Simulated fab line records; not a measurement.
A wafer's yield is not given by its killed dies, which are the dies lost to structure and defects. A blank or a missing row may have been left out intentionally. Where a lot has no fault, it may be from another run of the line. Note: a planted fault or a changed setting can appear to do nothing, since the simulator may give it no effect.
fab line records	flow n5Finfet	part 1 of 2: steps 1 to 18 of 28
[record] lots = 5	wafers = 15	lastDay = 17
route steps=1938 shown BEOL_M8@1369
lots with no fault: from the same line, run without faults
startH: hours from the record's opening day to when the first of the lot's shown wafers began	waitH: how many hours have passed since the lot's step before this one	" unchanged from the row above	L1.1+2: a single row standing in for several wafers	- no value, or no start given	* or withheld: withheld	< > ~ a bound
route shown NAME@n: NAME is a module with steps in the file, n the number in the route of the first one	usual: mean/standard deviation taken from wafers without a fault	same: alike in all rows	chamber/n: place in a boat	sites: readings site by site	_std_site: their standard deviation	_edge_site: outer sites' mean less inner sites'	radiusMm: for every site, how far away it sits from the centre of the wafer	mask NAME#n: copy n	behind: the most recent tool/chamber to have shaped the wafer	hold: cause of the lot's hold/its duration in hours/its outcome	device: whichever transistor did not switch (one of n, p or np)	end of line: tests run on the same wafers once the route is complete	where a step has no rows: the recipe by itself	killed: not the wafer's yield, but the dies lost to structure and defects at the first sort	map: a wafer's dies, marking killed ones x, the rest . and places with no die _
set.NAME: the setting that was run; set.NAME@STEP: the one run at that earlier step	model.NAME: the simulator's own value behind a step, which no gauge read
a table for each step, a row for each wafer; lots at some steps of the route
services: when a tool's chamber went out of use (startH, in hours from the record's first day, below 0 if earlier), for how many hours, and the reason
[[steps]]
[step N5_BEOL_M8_ETCH_72]
[recipe] chemistry = N2/H2	target = underlayer	targetDepthA = 65	maskMaterial = CAR-EUV	timeS = 5.2	ionEnergyEv = 200	pressureMtorr = 30	sourceW = 840	biasW = 150	n2FlowSccm = 200	h2FlowSccm = 200	ends = cleared
[usual] drypumpMotorCurrentA = 5.70/0.29	etchRfOnTimeS = 5.03/0.17	oesProductAu = 0.68/0.076	rfVppV = 523.8/2.9	showerheadPlenumPTorr = 2.53/0.086	throttleValvePct = 17.93/0.24
lot.wafer	tool	chamber	startH	waitH	drypumpMotorCurrentA	etchRfOnTimeS	oesProductAu	rfHoursCounterH	rfVppV	showerheadPlenumPTorr	throttleValvePct
L078.1	rieDiel-05	0	243.76	0.0	5.78	5.07	0.63	203	521.9	2.51	17.87
L078.3	"	2	"	"	5.86	4.89	0.79	38	521.0	2.51	18.36
L078.6	"	2	"	"	5.84	4.83	0.79	-	522.5	2.51	18.36
L083.1	rieDiel-01	0	272.16	0.0	6.23	4.95	0.67	159	522.4	2.52	17.91
L083.3	"	3	"	"	5.11	5.12	0.76	33	529.3	2.69	17.62
L083.6	"	0	"	"	6.22	4.93	0.66	-	525.7	2.52	17.88
L086.3	rieDiel-05	3	295.32	0.0	5.28	4.88	0.74	49	521.5	2.47	18.05
L086.4	"	2	"	"	5.90	4.92	0.76	-	525.8	2.50	18.40
L086.6	"	0	"	"	5.81	5.12	0.61	-	523.7	2.51	17.89
L090.2	rieDiel-03	0	315.69	0.0	5.55	5.05	0.58	239	525.6	2.60	18.31
L090.3	"	3	"	"	5.64	4.84	0.69	113	522.9	2.55	17.76
L090.4	"	2	"	"	5.73	5.15	0.60	217	518.2	2.42	18.01
L095.2	rieDiel-03	3	342.31	0.0	5.62	4.83	0.68	124	524.0	2.55	17.78
L095.3	"	0	"	"	5.57	5.03	0.57	248	525.6	2.59	18.31
L095.4	"	3	"	"	5.63	4.78	0.68	-	524.4	2.55	17.79
[step N5_BEOL_M8_ETCH_65]
[recipe] chemistry = CF4	target = SiARC	targetDepthA = 156	maskMaterial = CAR-EUV	timeS = 26	ionEnergyEv = 80	pressureMtorr = 40	sourceW = 545	biasW = 36	Ar_flow_sccm = 100	cf4FlowSccm = 100	ends = cleared
[usual] drypumpMotorCurrentA = 5.69/0.29	etchRfOnTimeS = 25.3/0.83	mfcArSccm = 100.0/0.31	oesProductAu = 0.68/0.076	rfVppV = 184.1/1.3	showerheadPlenumPTorr = 2.14/0.069	throttleValvePct = 15.72/0.21
lot.wafer	tool	chamber	startH	waitH	drypumpMotorCurrentA	etchRfOnTimeS	mfcArSccm	oesProductAu	rfHoursCounterH	rfVppV	showerheadPlenumPTorr	throttleValvePct
L078.1	rieDiel-05	0	243.77	0.0	5.78	25.2	99.7	0.63	203	183.8	2.10	15.59
L078.3	"	2	"	"	5.84	24.3	99.6	0.78	38	183.1	2.11	15.89
L078.6	"	2	"	"	5.86	24.3	100.1	0.79	-	183.2	2.11	15.89
L083.1	rieDiel-01	0	272.18	0.0	6.23	24.9	99.4	0.66	159	182.8	2.16	15.90
L083.3	"	3	"	"	5.10	25.7	99.8	0.76	33	184.0	2.26	15.34
L083.6	"	0	"	"	6.23	24.9	100.3	0.67	-	183.5	2.16	15.87
L086.3	rieDiel-05	3	295.34	0.0	5.28	24.4	100.0	0.76	49	183.8	2.09	15.83
L086.4	"	2	"	"	5.85	24.8	99.8	0.75	-	184.0	2.10	15.92
L086.6	"	0	"	"	5.80	25.8	100.2	0.62	-	184.2	2.09	15.61
L090.2	rieDiel-03	0	315.70	0.0	5.54	25.5	99.9	0.58	239	186.4	2.19	16.11
L090.3	"	3	"	"	5.59	24.7	100.0	0.68	113	185.5	2.16	15.57
L090.4	"	2	"	"	5.73	25.8	99.5	0.61	217	182.7	2.05	15.73
L095.2	rieDiel-03	3	342.33	0.0	5.62	24.4	99.8	0.68	124	183.9	2.16	15.58
L095.3	"	0	"	"	5.55	25.5	100.2	0.58	248	184.6	2.18	16.12
L095.4	"	3	"	"	5.63	24.4	99.4	0.69	-	184.3	2.16	15.60
[step N5_BEOL_M8_ETCH_66]
[recipe] chemistry = N2/H2	target = SOC	targetDepthA = 800	overetchA = 160	maskMaterial = SiARC	tempC = 40	timeS = 120	ionEnergyEv = 200	pressureMtorr = 30	sourceW = 840	biasW = 150	n2FlowSccm = 200	h2FlowSccm = 200
[usual] drypumpMotorCurrentA = 5.70/0.29	oesProductAu = 0.60/0.061	rfVppV = 523.8/2.6	showerheadPlenumPTorr = 2.53/0.086	throttleValvePct = 17.88/0.24
lot.wafer	tool	chamber	startH	waitH	drypumpMotorCurrentA	oesProductAu	rfHoursCounterH	rfVppV	showerheadPlenumPTorr	throttleValvePct
L078.1	rieDiel-05	0	243.80	0.0	5.78	0.56	203	523.2	2.51	17.83
L078.3	"	2	"	"	5.84	0.68	38	522.2	2.51	18.30
L078.6	"	2	"	"	5.86	0.68	-	523.2	2.51	18.31
L083.1	rieDiel-01	0	272.21	0.0	6.24	0.58	159	523.2	2.52	17.85
L083.3	"	3	"	"	5.13	0.68	33	528.2	2.69	17.56
L083.6	"	0	"	"	6.22	0.58	-	523.7	2.52	17.85
L086.3	rieDiel-05	3	295.37	0.0	5.27	0.65	49	521.4	2.47	18.01
L086.4	"	2	"	"	5.87	0.66	-	520.6	2.50	18.35
L086.6	"	0	"	"	5.80	0.55	-	522.7	2.51	17.85
L090.2	rieDiel-03	0	315.73	0.0	5.55	0.52	240	524.6	2.60	18.26
L090.3	"	3	"	"	5.64	0.60	113	524.2	2.55	17.73
L090.4	"	2	"	"	5.74	0.54	217	521.3	2.42	17.98
L095.2	rieDiel-03	3	342.36	0.0	5.62	0.59	124	523.9	2.55	17.75
L095.3	"	0	"	"	5.56	0.51	248	526.0	2.59	18.28
L095.4	"	3	"	"	5.59	0.59	-	523.4	2.55	17.75
[step N5_BEOL_M8_STRIP_69]
[recipe] chemistry = N2/H2	tempC = 40	n2FlowSccm = 200	h2FlowSccm = 200	rfFrequencyHz = 6e+07
lot.wafer	tool	chamber	startH	waitH
L078.1+3+6	rieDiel-05	0,2,2	243.88	0.0
L083.1+3+6	rieDiel-01	0,3,0	272.29	0.0
L086.3+4+6	rieDiel-05	3,2,0	295.45	0.0
L090.2+3+4	rieDiel-03	0,3,2	315.81	0.0
L095.2+3+4	rieDiel-03	3,0,3	342.44	0.0
[step N5_BEOL_M8_STRIP_73]
[recipe] chemistry = N2/H2	tempC = 40	n2FlowSccm = 200	h2FlowSccm = 200	rfFrequencyHz = 6e+07
lot.wafer	tool	chamber	startH	waitH
L078.1+3+6	rieDiel-05	0,2,2	243.89	0.0
L083.1+3+6	rieDiel-01	0,3,0	272.30	0.0
L086.3+4+6	rieDiel-05	3,2,0	295.46	0.0
L090.2+3+4	rieDiel-03	0,3,2	315.82	0.0
L095.2+3+4	rieDiel-03	3,0,3	342.45	0.0
[step N5_BEOL_M8_VIA_ETCH_34]
[recipe] chemistry = C4F6/O2	target = SiCOH_lowk	targetDepthA = 1255	maskMaterial = SOC	taperDeg = 4	timeS = 50.5	ionEnergyEv = 250	pressureMtorr = 30	sourceW = 345	biasW = 185	Ar_flow_sccm = 300	C4F6_flow_sccm = 10	O2_flow_sccm = 10
[usual] drypumpMotorCurrentA = 5.69/0.28	mfcArSccm = 300.1/0.89	oes_f_703_au = 0.80/0.089	oesProductAu = 0.79/0.087	rfVppV = 664/12	showerheadPlenumPTorr = 2.85/0.098	throttleValvePct = 21.02/0.18
lot.wafer	tool	chamber	startH	waitH	drypumpMotorCurrentA	mfcArSccm	oes_f_703_au	oesProductAu	rfHoursCounterH	rfVppV	showerheadPlenumPTorr	throttleValvePct
L078.1	rieDiel-05	0	243.90	0.0	5.81	300.8	0.72	0.74	203	661	2.79	20.70
L078.3	"	2	"	"	5.89	300.0	0.93	0.91	38	664	2.78	21.19
L078.6	"	2	"	"	5.87	301.1	0.93	0.91	-	664	2.78	21.17
L083.1	rieDiel-01	0	272.31	0.0	6.23	299.5	0.80	0.77	159	661	2.86	21.17
L083.3	"	3	"	"	5.11	299.4	0.90	0.89	33	656	3.00	20.62
L083.6	"	0	"	"	6.23	298.7	0.79	0.76	-	660	2.86	21.19
L086.3	rieDiel-05	3	295.47	0.0	5.30	299.9	0.88	0.87	49	662	2.75	21.06
L086.4	"	2	"	"	5.85	300.7	0.90	0.87	-	665	2.77	21.21
L086.6	"	0	"	"	5.81	301.4	0.71	0.72	-	661	2.78	20.73
L090.2	rieDiel-03	0	315.83	0.0	5.54	300.2	0.68	0.67	240	681	2.90	21.30
L090.3	"	3	"	"	5.65	299.9	0.82	0.79	114	653	2.89	20.97
L090.4	"	2	"	"	5.74	299.5	0.70	0.71	217	645	2.72	20.97
L095.2	rieDiel-03	3	342.46	0.0	5.60	299.4	0.81	0.79	124	650	2.88	20.99
L095.3	"	0	"	"	5.52	299.9	0.68	0.67	248	679	2.90	21.32
L095.4	"	3	"	"	5.63	300.0	0.81	0.78	-	651	2.88	21.01
[step N5_BEOL_M8_STRIP_76]
[recipe] chemistry = C4F6/O2	resist = SiARC	rfFrequencyHz = 6e+07
lot.wafer	tool	chamber	startH	waitH
L078.1+3+6	rieDiel-05	0,2,2	243.94	0.0
L083.1+3+6	rieDiel-01	0,3,0	272.35	0.0
L086.3+4+6	rieDiel-05	3,2,0	295.51	0.0
L090.2+3+4	rieDiel-03	0,3,2	315.88	0.0
L095.2+3+4	rieDiel-03	3,0,3	342.50	0.0
[step N5_BEOL_M8_STRIP_36]
[recipe] chemistry = N2/H2	powerW = 450	tempC = 40	pressureMtorr = 20	rfFrequencyHz = 6e+07	overashFraction = 0.3	biasPowerW = 7	h2Frac = 0.5	n2FlowSccm = 200	h2FlowSccm = 200
[usual] drypumpMotorCurrentA = 5.70/0.29	oesProductAu = 0.79/0.087	rfVppV = 58.9/1.5	showerheadPlenumPTorr = 2.53/0.086	throttleValvePct = 23.7/0.32
lot.wafer	tool	chamber	startH	waitH	drypumpMotorCurrentA	oesProductAu	rfHoursCounterH	rfVppV	showerheadPlenumPTorr	throttleValvePct
L078.1	rieDiel-05	0	243.95	0.0	5.83	0.73	203	60.0	2.51	23.5
L078.3	"	2	"	"	5.85	0.92	38	60.1	2.50	24.4
L078.6	"	2	"	"	5.87	0.90	-	59.6	2.50	24.4
L083.1	rieDiel-01	0	272.36	0.0	6.22	0.75	159	60.5	2.52	23.6
L083.3	"	3	"	"	5.12	0.88	33	61.8	2.69	23.4
L083.6	"	0	"	"	6.22	0.75	-	60.5	2.52	23.6
L086.3	rieDiel-05	3	295.52	0.0	5.30	0.87	50	59.6	2.46	23.9
L086.4	"	2	"	"	5.86	0.87	-	55.1	2.49	24.4
L086.6	"	0	"	"	5.81	0.73	-	57.9	2.50	23.5
L090.2	rieDiel-03	0	315.89	0.0	5.55	0.66	240	61.0	2.59	24.0
L090.3	"	3	"	"	5.63	0.78	114	58.1	2.55	23.6
L090.4	"	2	"	"	5.68	0.71	217	60.9	2.41	23.9
L095.2	rieDiel-03	3	342.51	0.0	5.62	0.78	124	60.4	2.55	23.6
L095.3	"	0	"	"	5.57	0.66	248	57.1	2.59	24.0
L095.4	"	3	"	"	5.60	0.77	-	58.4	2.55	23.6
[step N5_BEOL_M8_TRENCH_ETCH_37]
[recipe] chemistry = C4F6/O2	targetDepthA = 934.78	target = SiCOH_lowk	timeS = 31.2	ionEnergyEv = 250	pressureMtorr = 30	sourceW = 345	biasW = 185	Ar_flow_sccm = 300	C4F6_flow_sccm = 10	O2_flow_sccm = 10
[usual] drypumpMotorCurrentA = 5.69/0.28	mfcArSccm = 300.0/0.92	oes_f_703_au = 0.80/0.089	oesProductAu = 0.79/0.087	rfVppV = 664/12	showerheadPlenumPTorr = 2.85/0.098	throttleValvePct = 21.06/0.18
lot.wafer	tool	chamber	startH	waitH	drypumpMotorCurrentA	mfcArSccm	oes_f_703_au	oesProductAu	rfHoursCounterH	rfVppV	showerheadPlenumPTorr	throttleValvePct
L078.1	rieDiel-05	0	-	-	5.80	300.4	0.73	0.74	203	663	2.78	20.73
L078.3	"	2	"	"	5.85	299.7	0.94	0.92	38	666	2.78	21.21
L078.6	"	2	"	"	5.84	299.0	0.93	0.92	-	664	2.78	21.21
L083.1	rieDiel-01	0	-	-	6.22	300.4	0.80	0.77	159	661	2.86	21.21
L083.3	"	3	"	"	5.13	299.0	0.91	0.90	33	656	3.00	20.65
L083.6	"	0	"	"	6.22	300.0	0.80	0.77	-	660	2.86	21.21
L086.3	rieDiel-05	3	-	-	5.29	301.2	0.88	0.88	50	663	2.75	21.10
L086.4	"	2	"	"	5.86	298.2	0.90	0.87	-	664	2.77	21.24
L086.6	"	0	"	"	5.77	300.1	0.71	0.72	-	660	2.78	20.75
L090.2	rieDiel-03	0	-	-	5.54	301.0	0.68	0.67	240	680	2.90	21.34
L090.3	"	3	"	"	5.63	301.3	0.82	0.79	114	651	2.89	21.02
L090.4	"	2	"	"	5.74	298.6	0.70	0.71	217	642	2.72	21.00
L095.2	rieDiel-03	3	-	-	5.62	299.3	0.81	0.79	124	652	2.88	21.02
L095.3	"	0	"	"	5.55	301.1	0.68	0.67	248	680	2.90	21.34
L095.4	"	3	"	"	5.61	300.0	0.81	0.78	-	652	2.88	21.04
[step N5_BEOL_M8_ETCH_41]
[recipe] chemistry = CH3F/O2	target = SiCN	targetDepthA = 319	taperDeg = 2	timeS = 57.8	ionEnergyEv = 120	maskMaterial = TiN	pressureMtorr = 30	sourceW = 395	biasW = 75	Ar_flow_sccm = 150	CH3F_flow_sccm = 30	O2_flow_sccm = 20
[usual] drypumpMotorCurrentA = 5.69/0.28	mfcArSccm = 150.0/0.44	oesProductAu = 0.79/0.087	rfVppV = 297.4/1.6	showerheadPlenumPTorr = 2.00/0.072	throttleValvePct = 16.43/0.18
lot.wafer	tool	chamber	startH	waitH	drypumpMotorCurrentA	mfcArSccm	oesProductAu	rfHoursCounterH	rfVppV	showerheadPlenumPTorr	throttleValvePct
L078.1	rieDiel-05	0	-	-	5.79	150.3	0.74	203	297.4	1.96	16.23
L078.3	"	2	"	"	5.87	150.2	0.91	38	296.9	1.95	16.53
L078.6	"	2	"	"	5.85	150.7	0.90	-	297.1	1.95	16.51
L083.1	rieDiel-01	0	-	-	6.19	150.4	0.76	159	296.1	2.01	16.57
L083.3	"	3	"	"	5.11	150.2	0.89	33	298.6	2.12	16.06
L083.6	"	0	"	"	6.20	150.5	0.77	-	295.5	2.01	16.56
L086.3	rieDiel-05	3	-	-	5.28	150.2	0.87	50	295.5	1.94	16.50
L086.4	"	2	"	"	5.84	149.5	0.88	-	295.7	1.94	16.56
L086.6	"	0	"	"	5.79	149.3	0.72	-	297.5	1.95	16.24
L090.2	rieDiel-03	0	-	-	5.56	150.2	0.68	240	297.9	2.04	16.79
L090.3	"	3	"	"	5.60	150.3	0.80	114	297.6	2.03	16.35
L090.4	"	2	"	"	5.72	150.3	0.71	217	295.3	1.90	16.42
L095.2	rieDiel-03	3	-	-	5.65	150.9	0.79	124	296.5	2.02	16.37
L095.3	"	0	"	"	5.54	150.4	0.67	248	298.4	2.04	16.81
L095.4	"	3	"	"	5.64	150.4	0.78	-	296.6	2.02	16.35
[step N5_BEOL_M8_STRIP_80]
[recipe] chemistry = N2/H2	timeS = 10	powerW = 450	tempC = 40	pressureMtorr = 20	rfFrequencyHz = 6e+07	biasPowerW = 7	n2FlowSccm = 200	h2FlowSccm = 200
[usual] drypumpMotorCurrentA = 5.70/0.28	oesProductAu = 0.79/0.085	rfVppV = 59.1/0.85	showerheadPlenumPTorr = 2.53/0.086	throttleValvePct = 23.7/0.32
lot.wafer	tool	chamber	startH	waitH	drypumpMotorCurrentA	oesProductAu	rfHoursCounterH	rfVppV	showerheadPlenumPTorr	throttleValvePct
L078.1	rieDiel-05	0	-	-	5.78	0.74	203	58.5	2.51	23.5
L078.3	"	2	"	"	5.84	0.89	38	58.4	2.50	24.4
L078.6	"	2	"	"	5.84	0.89	-	58.6	2.50	24.4
L083.1	rieDiel-01	0	-	-	6.22	0.75	159	60.0	2.52	23.6
L083.3	"	3	"	"	5.15	0.87	33	58.2	2.69	23.4
L083.6	"	0	"	"	6.23	0.74	-	57.6	2.52	23.6
L086.3	rieDiel-05	3	-	-	5.30	0.87	50	59.0	2.46	23.9
L086.4	"	2	"	"	5.87	0.86	-	61.3	2.49	24.5
L086.6	"	0	"	"	5.82	0.73	-	58.7	2.50	23.5
L090.2	rieDiel-03	0	-	-	5.56	0.68	240	58.5	2.59	24.0
L090.3	"	3	"	"	5.64	0.79	114	60.3	2.55	23.6
L090.4	"	2	"	"	5.73	0.71	217	59.6	2.41	23.9
L095.2	rieDiel-03	3	-	-	5.61	0.77	124	58.7	2.55	23.6
L095.3	"	0	"	"	5.54	0.67	248	60.4	2.59	24.0
L095.4	"	3	"	"	5.63	0.77	-	58.7	2.55	23.6
[step N5_BEOL_M8_OCD_MEAS_38]
[usual] trenchDepthNm = 95.2/2.2
lot.wafer	tool	chamber	startH	waitH	trenchDepthNm
L078.1	ocd-01	-	244.15	-	95.7
L078.3	"	-	"	"	98.0
L078.6	"	-	"	"	97.8
L083.1	ocd-02	-	272.56	-	95.1
L083.3	"	-	"	"	95.1
L083.6	"	-	"	"	95.3
L086.3	ocd-01	-	295.72	-	98.3
L086.4	"	-	"	"	98.1
L086.6	"	-	"	"	95.4
L090.2	ocd-01	-	316.08	-	93.5
L090.3	"	-	"	"	97.1
L090.4	"	-	"	"	94.0
L095.2	ocd-02	-	342.71	-	96.7
L095.3	"	-	"	"	94.8
L095.4	"	-	"	"	96.3
[step N5_BEOL_M8_HM_STRIP_39]
[recipe] chemistry = peroxideTinStrip	material = TiN	targetDepthA = 250	tempC = 50	timeS = 158
lot.wafer	tool	chamber	startH	waitH
L078.1+3+6	wetBench-03	4,5,6	244.18	0.0
L083.1+3+6	wetBench-03	0,3,7	272.59	0.0
L086.3+4+6	wetBench-03	1,6,3	295.75	0.0
L090.2+3+4	wetBench-05	6,7,1	316.11	0.0
L095.2+3+4	wetBench-03	5,6,2	342.74	0.0
[step N5_BEOL_M8_SRD_40]
[recipe] timeS = 30	tempC = 23	rinseLiquid = diw	dry = ipaMarangoni
lot.wafer	tool	chamber	startH	waitH
L078.1+3+6	wetBench-03	4,5,6	244.23	0.0
L083.1+3+6	wetBench-03	0,3,7	272.64	0.0
L086.3+4+6	wetBench-03	1,6,3	295.80	0.0
L090.2+3+4	wetBench-05	6,7,1	316.16	0.0
L095.2+3+4	wetBench-03	5,6,2	342.83	0.0
[step N5_BEOL_M8_PRECLEAN_42]
[recipe] chemistry = residueRemover	timeS = 60	tempC = 40
lot.wafer	tool	chamber	startH	waitH
L078.1+3+6	wetBench-03	4,5,6	244.25	0.0
L083.1+3+6	wetBench-03	0,3,7	272.66	0.0
L086.3+4+6	wetBench-03	1,6,3	295.81	0.0
L090.2+3+4	wetBench-05	6,7,1	316.18	0.0
L095.2+3+4	wetBench-03	5,6,2	342.87	0.0
[step N5_BEOL_M8_SRD_43]
[recipe] timeS = 30	tempC = 23	rinseLiquid = diw	dry = ipaMarangoni
lot.wafer	tool	chamber	startH	waitH
L078.1+3+6	wetBench-03	4,5,6	244.26	0.0
L083.1+3+6	wetBench-03	0,3,7	272.68	0.0
L086.3+4+6	wetBench-03	1,6,3	295.83	0.0
L090.2+3+4	wetBench-05	6,7,1	316.19	0.0
L095.2+3+4	wetBench-03	5,6,2	342.90	0.0
[step N5_BEOL_M8_CD_MEAS_35]
[recipe] targetCdNm = 40	polarity = opening
[usual] cdNm = 39.7/0.8
lot.wafer	tool	chamber	startH	waitH	cdNm
L078.1	cdSem-01	-	244.30	0.0	40.0
L078.3	"	-	"	"	40.0
L078.6	"	-	"	"	38.6
L083.1	cdSem-03	-	272.72	0.0	40.5
L083.3	"	-	"	"	39.0
L083.6	"	-	"	"	39.3
L086.3	cdSem-02	-	295.87	0.0	40.7
L086.4	"	-	"	"	39.9
L086.6	"	-	"	"	39.7
L090.2	cdSem-03	-	316.24	0.0	39.5
L090.3	"	-	"	"	40.9
L090.4	"	-	"	"	39.5
L095.2	cdSem-01	-	342.96	0.0	37.1
L095.3	"	-	"	"	39.5
L095.4	"	-	"	"	38.5
[step N5_BEOL_M8_CURE_75]
[recipe] tempC = 370	timeS = 120	ambient = DMADMS/He	material = SiCOH_lowk
[usual] lampPowerPct = 52.31/0.058	wafer_temp_C_max = 371.9/0.74
lot.wafer	tool	chamber	startH	waitH	lampPowerPct	wafer_temp_C_max
L078.1	uvCure-03	2	244.35	0.0	52.24	370.8
L078.3	"	2	"	"	52.32	370.9
L078.6	"	2	"	"	52.31	370.8
L083.1	uvCure-03	1	273.06	0.3	52.31	371.7
L083.3	"	1	"	"	52.37	371.7
L083.6	"	1	"	"	52.14	371.7
L086.3	uvCure-03	2	296.01	0.1	52.30	371.4
L086.4	"	2	"	"	52.37	371.7
L086.6	"	2	"	"	52.34	371.5
L090.2	uvCure-01	0	316.40	0.2	52.46	371.3
L090.3	"	0	"	"	52.36	372.6
L090.4	"	0	"	"	52.34	371.9
L095.2	uvCure-01	0	343.05	0.1	52.32	371.7
L095.3	"	0	"	"	52.40	371.8
L095.4	"	0	"	"	52.24	371.6
